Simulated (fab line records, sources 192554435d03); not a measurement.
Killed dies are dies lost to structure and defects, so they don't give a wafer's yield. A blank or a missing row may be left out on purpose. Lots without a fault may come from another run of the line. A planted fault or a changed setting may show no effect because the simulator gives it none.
Chamber matching | flow n5_finfet | N5_BEOL_M2_DESCUM_33 on rie_diel-02: 4 sister chambers
The step chemistry O2, time 7 s. 16 wafers are shown with their chamber, then 8 later ones without.

WAFERS WITH THEIR CHAMBER
wafer  | chamber | drypump_motor_current_A (A) | oes_product_au (a.u.) | showerhead_plenum_p_Torr (Torr)
L074.1 | 2       | 6.0                         | 0.82                  | 2.13
L074.2 | 0       | 5.8                         | 0.77                  | 2.10
L074.3 | 1       | 6.3                         | 0.90                  | 2.15
L076.2 | 1       | 6.3                         | 0.89                  | 2.15
L076.5 | 1       | 6.3                         | 0.90                  | 2.15
L076.6 | 2       | 6.0                         | 0.82                  | 2.13
L078.2 | 1       | 6.3                         | 0.89                  | 2.15
L078.4 | 3       | 5.6                         | 0.71                  | 2.14
L078.6 | 2       | 6.0                         | 0.81                  | 2.13
L079.1 | 2       | 6.0                         | 0.81                  | 2.13
L079.2 | 0       | 5.9                         | 0.76                  | 2.10
L079.4 | 3       | 5.6                         | 0.70                  | 2.14
L080.2 | 3       | 5.6                         | 0.71                  | 2.14
L080.3 | 2       | 6.0                         | 0.81                  | 2.12
L080.6 | 1       | 6.3                         | 0.89                  | 2.14
L081.1 | 0       | 5.9                         | 0.76                  | 2.10

SIGNATURES (means of the wafers above)
reading                  | chamber 0 | chamber 1 | chamber 2 | chamber 3 | scatter within a chamber
drypump_motor_current_A  | 5.867     | 6.300     | 6.000     | 5.600     | 0.0236
oes_product_au           | 0.7633    | 0.8940    | 0.8140    | 0.7067    | 0.00558
showerhead_plenum_p_Torr | 2.1000    | 2.1480    | 2.1280    | 2.1400    | 0.00365
Rule: a wafer's distance from a chamber is the root of the sum, over the readings, of the square of ((its reading less the chamber's mean) divided by the reading's scatter). The wafer belongs to the nearest chamber; if the next one is less than 2 further off, it can't be placed. The scatter: the root of (the sum of the squares of (reading less its chamber's mean) over the shown wafers, divided by (wafers less chambers)).

WAFERS WITHOUT THEIR CHAMBER
wafer  | drypump_motor_current_A (A) | oes_product_au (a.u.) | showerhead_plenum_p_Torr (Torr)
L081.3 | 5.6                         | 0.71                  | 2.14
L081.6 | 6.2                         | 0.87                  | 2.14
L082.2 | 5.9                         | 0.76                  | 2.10
L082.3 | 6.0                         | 0.80                  | 2.12
L082.6 | 6.0                         | 0.80                  | 2.12
L095.2 | 5.8                         | 0.73                  | 2.09
L095.3 | 6.0                         | 0.78                  | 2.12
L095.5 | 6.3                         | 0.83                  | 2.13

WHICH CHAMBER EACH WENT THROUGH
wafer  | from the rows above     | in truth
L081.3 | 3                       | 3
L081.6 | 1                       | 1
L082.2 | 0                       | 0
L082.3 | 2                       | 2
L082.6 | 2                       | 2
L095.2 | 0                       | 0
L095.3 | can't be placed: 2 or 0 | 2
L095.5 | can't be placed: 1 or 2 | 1
Placed correctly: 6 of 8. Can't be placed from these rows: 2 (the true chamber is among the candidates in 2). Placed wrongly: 0.
